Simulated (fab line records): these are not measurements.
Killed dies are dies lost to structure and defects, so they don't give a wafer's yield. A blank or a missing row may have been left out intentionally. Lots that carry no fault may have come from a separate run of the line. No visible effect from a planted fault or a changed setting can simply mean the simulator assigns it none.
Chamber matching    flow nand-harc    pecvd-03 running NHARC_A_M1_DEP_33: 3 sister chambers
The step deposits SiCN, target thk 30 nm. 6 wafers are shown with their chamber, then 7 later ones without.

== WAFERS PAIRED WITH THEIR CHAMBERS ==
wafer   chamber  heater-power-w (W)
L849.1  1        526
L849.2  0        422
L850.4  2        678
L850.5  1        579
L859.1  2        615
L859.3  0        416

== WAFERS MISSING THEIR CHAMBER ==
wafer   heater-power-w (W)
L859.4  402
L856.2  426
L856.3  622
L856.5  625
L864.1  587
L864.5  605
L864.6  588

== EACH ONE'S CHAMBER ==
wafer   from the rows above      in truth
L859.4  0                        0
L856.2  0                        0
L856.3  can't be placed: 2 or 1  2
L856.5  can't be placed: 2 or 1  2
L864.1  can't be placed: 1 or 2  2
L864.5  can't be placed: 2 or 1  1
L864.6  can't be placed: 1 or 2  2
Placed correctly: 2 of 7. These rows do not allow placing 5 (true chamber among the candidates in 5). Placed wrongly: 0.
How it was worked out, from the rows above alone: a wafer's distance from a chamber is the root of the sum, over the readings, of the square of ((its reading less the chamber's mean) divided by the reading's scatter). If the next closest chamber is less than 2 further off than the closest, the wafer can't be placed; otherwise it belongs to the closest. Each chamber's mean is taken over the wafers shown for it. The scatter: take each reading less its chamber's mean, square it, sum over the shown wafers, divide by the number of wafers less the number of chambers, and take the root.
